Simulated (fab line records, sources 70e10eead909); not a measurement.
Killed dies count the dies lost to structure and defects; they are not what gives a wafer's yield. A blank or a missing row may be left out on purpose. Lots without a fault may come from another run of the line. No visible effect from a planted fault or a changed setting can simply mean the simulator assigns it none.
The tool behind it: which one? -- flow nand_harc -- at 1 step of a route of 1159, 7 lots with 21 wafers sampled

== WHAT THE GAUGES READ, wafer by wafer ==
NHARC_P_START_INSPECT_01.
lot,measured,on,raw_defect_count
L123,day 1 18:02,defect_inspect-01,4 5 1
L128,day 3 00:02,defect_inspect-01,3 2 3
L132,day 4 00:02,defect_inspect-02,3 3 4
L137,day 5 06:02,defect_inspect-01,1 4 1
L139,day 5 18:02,defect_inspect-02,6 4 1
L142,day 6 12:02,defect_inspect-01,7 5 2
L145,day 7 06:02,defect_inspect-01,3 4 2

== EACH LOT AND THE TOOL THAT RAN IT (in order: tool; ch and the chambers of the sampled wafers; start) ==
There is no process step in the record ahead of these readings.

== THE ANSWER, worked out from the rows above alone ==
Rule: the usual values come from the lots themselves. The widest of any qualifying gaps counts: lots, ordered by their means at a reading, are off when they make up no more than a third of the lots, leave a main group of 4 or more, and stand apart from it by 3 or more times the standard deviation of that group's means. The tables above print the reading to a certain number of digits; a main group whose means all agree to those digits is not used. A lot without any number at a reading at which 4 lots or more have one is off too. Where the step has rows for the other lots, those lots are counted as sound.
No lot is off at any reading shown: from this, nothing can be told.

== WHAT HAD BEEN PUT IN BY THE SIMULATOR ==
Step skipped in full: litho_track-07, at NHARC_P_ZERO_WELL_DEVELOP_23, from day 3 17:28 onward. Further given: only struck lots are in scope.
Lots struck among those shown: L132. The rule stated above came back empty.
